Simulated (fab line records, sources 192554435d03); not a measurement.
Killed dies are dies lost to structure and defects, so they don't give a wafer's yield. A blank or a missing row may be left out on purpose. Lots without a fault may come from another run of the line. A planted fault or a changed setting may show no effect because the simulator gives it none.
fab line records | flow n5_finfet
record lots=4 wafers=12 last_day=19
route steps=1938 shown BEOL_M7@1323 BEOL_M8@1332
lots that met no fault: from a run of the same line without faults
start_h: hours from the record's first day to the start of the lot's first wafer shown | wait_h: hours since the lot's step before | " the same as in the row above | L1.1+2: a row that stands for several wafers | - no value, or no start given | * or withheld: withheld | < > ~ a bound
route shown NAME@n: a module of which the file shows steps, and the number in the route of the first | usual: mean/standard deviation of fault-free wafers | same: alike in all rows | chamber/n: place in a boat | sites: the reading at each site | _std_site: their standard deviation | _edge_site: outer sites' mean less inner sites' | radius_mm: how far each site lies from the wafer's centre | mask NAME#n: copy n | behind: the tool/chamber that last shaped the wafer | hold: why the lot was held/for how many hours/how that ended | device: the transistor (n, p or np) that didn't switch | end of line: the same wafers' tests at the end of the route | a step without rows: its recipe alone | killed: dies lost to structure and defects at the first sort, not the wafer's yield | map: a wafer's dies, x killed, . not, _ none there
set.NAME: the setting as run; set.NAME@STEP: as run at that earlier step | model.NAME: the simulator's own value behind a step, which no gauge read
lots at some steps of the route; a table a step, a row a wafer
services: from which hour (start_h, from the record's first day; less than 0 if before it) a tool's chamber was out of use, for how many hours, and why
## steps
# step N5_BEOL_M7_SPUTTER_48
# recipe material=Cu target_thk_a=100 temp_c=-20 bias_v=60 power_w=26000 chamber_pressure_pa=0.13 time_s=1.667
# step N5_BEOL_M7_ECD_50
# recipe material=Cu target_thk_a=3000
# step N5_BEOL_M7_ANNEAL_51
# recipe temp_c=225 time_s=90 ambient=N2
# step N5_BEOL_M7_CMP_52
# recipe stop_on=SiCOH_lowk t_overpolish_s=6.9 down_force_psi=1 platen_rpm=50 clearing_platen_down_force_psi=1.5 clearing_platen_rpm=50 post_cmp_clean=cu_alkaline target_thk_nm=80 clearing_platen_pad_velocity_m_s=0.99484 pad_velocity_m_s=0.99484
# step N5_BEOL_M7_PRE_CLEAN_55
# recipe gas=NH3 time_s=15 temp_c=withheld rf_power_w=300
# step N5_BEOL_M7_DEP_56
# recipe material=SiCN target_thk_a=100 temp_c=withheld precursor=3MS/NH3 pressure_torr=3 rf_w=202 time_s=17.5
# step N5_BEOL_M8_ILD_DEP_00
# recipe material=SiCOH_lowk target_thk_a=1797.5 temp_c=300 precursor=DEMS/porogen pressure_torr=5 rf_w=500 time_s=33.4
# step N5_BEOL_M8_CURE_74
# recipe temp_c=385 time_s=240 ambient=He/Ar material=SiCOH_lowk
# step N5_BEOL_M8_PECVD_70
# recipe material=SiO2 target_thk_a=200 temp_c=400 precursor=TEOS/O2 pressure_torr=5.5 rf_w=450 teos_flow_sccm=53.8 gas=O2 flow_sccm=3000 time_s=22.7
# usual heater_power_w=760/87 showerhead_plenum_p_Torr=8.76/0.087 throttle_valve_pct=22.4/1.2
# columns lot.wafer tool chamber start_h wait_h heater_power_w showerhead_plenum_p_Torr throttle_valve_pct model.SiO2_of_BEOL_M8_PECVD_70.thk_nm
L899.3 pecvd-03 2 288.37 0.0 659 8.83 20.0 20
L899.4 " 0 " " 725 8.78 23.8 19.8
L899.5 " 2 " " 652 8.83 20.1 20
L907.1 pecvd-03 0 338.87 0.0 649 8.82 24.1 30
L907.2 " 1 " " 767 8.74 21.6 19.4
L907.6 " 2 " " 680 8.83 19.8 19.8
L908.2 pecvd-03 0 355.83 0.0 723 8.81 23.9 30.2
L908.4 " 2 " " 753 8.81 20.0 20
L908.5 " 0 " " 739 8.75 23.7 30.8
L912.3 pecvd-02 2 382.73 0.1 884 8.64 22.9 20
L912.5 " 1 " " 710 8.85 22.6 19.6
L912.6 " 2 " " 876 8.62 23.1 20
# step N5_BEOL_M8_HM_DEP_02
# recipe material=TiN target_thk_a=200 temp_c=25 chamber_pressure_pa=0.49996
# step N5_BEOL_M8_COAT_59
# recipe resist=SOC temp_c=250 time_s=60 spin_rpm=1500 resist_thk_nm=100
# step N5_BEOL_M8_COAT_60
# recipe resist=SiARC temp_c=220 time_s=60 spin_rpm=1500 resist_thk_nm=35
# step N5_BEOL_M8_COAT_05
# recipe resist=CAR-ArF spin_rpm=1500 resist_thk_nm=90
# step N5_BEOL_M8_EBR_07
# recipe solvent=PGMEA ebr_width_mm=1.5
# step N5_BEOL_M8_SOFTBAKE_06
# recipe temp_c=110 time_s=60 resist=CAR-ArF
# step N5_BEOL_M8_EXPOSE_08
# recipe mask_id=M8 na=1.35 source_shape=dipole sigma_inner=0.817 sigma_outer=0.97 polarization=te dose_mj=68.25
# step N5_BEOL_M8_PEB_09
# recipe peb_temp_c=withheld peb_time_s=60 resist=CAR-ArF
# step N5_BEOL_M8_DEVELOP_10
# recipe develop_time_s=30 developer=TMAH resist=CAR-ArF rinse_liquid=diw dry=air_spin dev_temp_c=23
# step N5_BEOL_M8_DESCUM_16
# recipe chemistry=O2 time_s=7.9 source_power_w=50 bias_power_w=20 pressure_mtorr=20 rf_frequency_hz=2.712e+07 temp_c=40 resist=CAR-ArF o2_flow_sccm=225
# step N5_BEOL_M8_ETCH_61
# recipe chemistry=CF4 target=SiARC target_depth_a=455 mask_material=CAR-ArF time_s=75.8 ion_energy_ev=80 pressure_mtorr=40 source_w=545 bias_w=36 Ar_flow_sccm=100 cf4_flow_sccm=100 ends=cleared
# step N5_BEOL_M8_ETCH_62
# recipe chemistry=N2/H2 target=SOC target_depth_a=1100 overetch_a=220 mask_material=SiARC temp_c=40 time_s=165 ion_energy_ev=200 pressure_mtorr=30 source_w=840 bias_w=150 n2_flow_sccm=200 h2_flow_sccm=200
# step N5_BEOL_M8_STRIP_68
# recipe chemistry=N2/H2 temp_c=40 n2_flow_sccm=200 h2_flow_sccm=200 rf_frequency_hz=6e+07
# step N5_BEOL_M8_STRIP_67
# recipe chemistry=CF4 resist=SiARC power_w=300 bias_power_w=75 pressure_mtorr=50 cf4_flow_sccm=150 rf_frequency_hz=6e+07
# step N5_BEOL_M8_HM_OPEN_17
# recipe chemistry=Cl2/BCl3 target_depth_a=200 overetch_a=60 target=TiN mask_material=SOC ion_energy_ev=150 pressure_mtorr=10 icp_w=1000 bias_w=126 Cl2_flow_sccm=53.25 bcl3_flow_sccm=21.75 Ar_flow_sccm=25
# step N5_BEOL_M8_STRIP_19
# recipe chemistry=O2 power_w=400 temp_c=40 pressure_mtorr=30 rf_frequency_hz=6e+07 bias_power_w=0 overash_fraction=0.2 o2_flow_sccm=225
# step N5_BEOL_M8_COAT_63
# recipe resist=SOC temp_c=250 time_s=60 spin_rpm=1500 resist_thk_nm=60
# step N5_BEOL_M8_COAT_64
# recipe resist=SiARC temp_c=220 time_s=60 spin_rpm=1500 resist_thk_nm=12
# step N5_BEOL_M8_COAT_71
# recipe resist=underlayer temp_c=205 time_s=60 spin_rpm=1500 resist_thk_nm=5
# step N5_BEOL_M8_COAT_22
# recipe resist=CAR-EUV spin_rpm=1500 resist_thk_nm=30
# step N5_BEOL_M8_EBR_24
# recipe solvent=PGMEA ebr_width_mm=1.5
# step N5_BEOL_M8_SOFTBAKE_23
# recipe temp_c=110 time_s=60 resist=CAR-EUV
# step N5_BEOL_M8_EXPOSE_25
# recipe mask_id=V7 na=0.33 source_shape=annular sigma_inner=0.4 sigma_outer=0.8 polarization=unpolarized target_cd_nm=40 dose_mj=42.5
# step N5_BEOL_M8_PEB_26
# recipe peb_temp_c=100 peb_time_s=60 resist=CAR-EUV
# step N5_BEOL_M8_DEVELOP_27
# recipe develop_time_s=30 developer=TMAH resist=CAR-EUV rinse_liquid=surfactant_rinse dry=air_spin dev_temp_c=23
# step N5_BEOL_M8_HM_STRIP_39
# recipe chemistry=peroxide_tin_strip material=TiN target_depth_a=250 temp_c=50 time_s=158
# usual bath_guard_temp_C=50.1/0.65
# columns lot.wafer tool chamber start_h wait_h bath_guard_temp_C model.SiO2_of_BEOL_M8_PECVD_70.thk_nm
L899.3 wet_bench-05 4 292.45 0.0 50.8 19.8
L899.4 " 6 " " 48.8 19.8
L899.5 " 0 " " 50.0 19.8
L907.1 wet_bench-01 4 343.47 0.0 49.9 29.8
L907.2 " 1 " " 50.4 19.4
L907.6 " 2 " " 50.2 19.6
L908.2 wet_bench-01 7 361.02 0.0 49.3 30
L908.4 " 6 " " 51.4 19.8
L908.5 " 1 " " 50.3 30.6
L912.3 wet_bench-05 3 388.00 0.0 50.5 19.8
L912.5 " 2 " " 50.0 19.4
L912.6 " 4 " " 50.9 19.8
# step N5_BEOL_M8_CMP_52
# recipe stop_on=SiCOH_lowk t_overpolish_s=6.9 down_force_psi=1 platen_rpm=50 clearing_platen_down_force_psi=1.5 clearing_platen_rpm=50 post_cmp_clean=cu_alkaline target_thk_nm=80 clearing_platen_pad_velocity_m_s=0.99484 pad_velocity_m_s=0.99484
# usual barrier_field_endpoint_s=28.9/0.78 clearing_platen_down_force_psi=1.5001/0.0027 motor_current_A=6.2/0.71 overpolish_run_s=6.900/0.0084 retaining_ring_pressure_frac=1.000/0.0053 slurry_flow_ml_min=150.0/0.48
# columns lot.wafer tool chamber start_h wait_h barrier_field_endpoint_s clearing_platen_down_force_psi motor_current_A overpolish_run_s retaining_ring_pressure_frac slurry_flow_ml_min
L899.4 cmp-04 1 294.64 0.2 29.2 1.4928 5.1 6.909 0.998 149.2
L899.3 " 3 " " 29.5 1.5051 6.8 6.900 0.992 150.2
L899.5 " 1 " " 29.0 1.4966 5.4 6.905 1.001 149.8
L907.1 cmp-04 2 345.87 0.3 41.4 1.5016 5.9 5.412 0.996 150.2
L907.2 " 0 " " 29.7 1.5002 5.7 6.904 1.009 150.7
L907.6 " 2 " " 29.2 1.5006 6.1 6.899 1.001 149.4
L908.2 cmp-04 3 363.75 0.3 41.9 1.4987 7.1 4.923 0.995 150.0
L908.4 " 1 " " 28.8 1.5049 5.0 6.890 0.991 149.9
L908.5 " 2 " " 42.8 1.5003 5.7 3.996 0.997 150.1
L912.3 cmp-02 2 390.49 0.3 28.7 1.4989 6.1 6.915 0.996 150.5
L912.5 " 3 " " 27.7 1.5004 6.8 6.908 1.003 149.0
L912.6 " 0 " " 29.0 1.4971 7.4 6.894 0.999 150.3
## services
# columns tool chamber start_h hours kind
cmp-02 - 301.97 3.8 pm
pecvd-02 1 314.06 5.5 scheduled_down
wet_bench-05 - 334.82 5.7 repair
pecvd-02 0 355.07 39.7 repair
pecvd-02 1 366.88 2.1 scheduled_down
pecvd-03 1 378.82 2.1 scheduled_down
cmp-04 - 387.88 4.0 repair
## key
first_sign step=N5_BEOL_M8_CMP_52 reading=overpolish_run_s direction=down sigmas=99+ usual=6.900 struck=4.777
effect step=N5_BEOL_M8_CMP_52 reading=barrier_field_endpoint_s direction=up sigmas=17 usual=28.9 struck=42.1
model_effect step=N5_BEOL_M8_PECVD_70 value=SiO2_of_BEOL_M8_PECVD_70.thk_nm without=19.27 struck=30.33
model_effect step=N5_BEOL_M8_HM_STRIP_39 value=SiO2_of_BEOL_M8_PECVD_70.thk_nm without=19.07 struck=30.13
met_at N5_BEOL_M8_PECVD_70
struck_wafers L907.1,L908.2,L908.5
onset_between 288.37 338.87
fault kind=process_parameter_drift tool=pecvd-03 chamber=0 onset_h=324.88 steps=N5_BEOL_M8_PECVD_70 channel=time_s offset=* shape=step end_h=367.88 acts_in=* stated=*
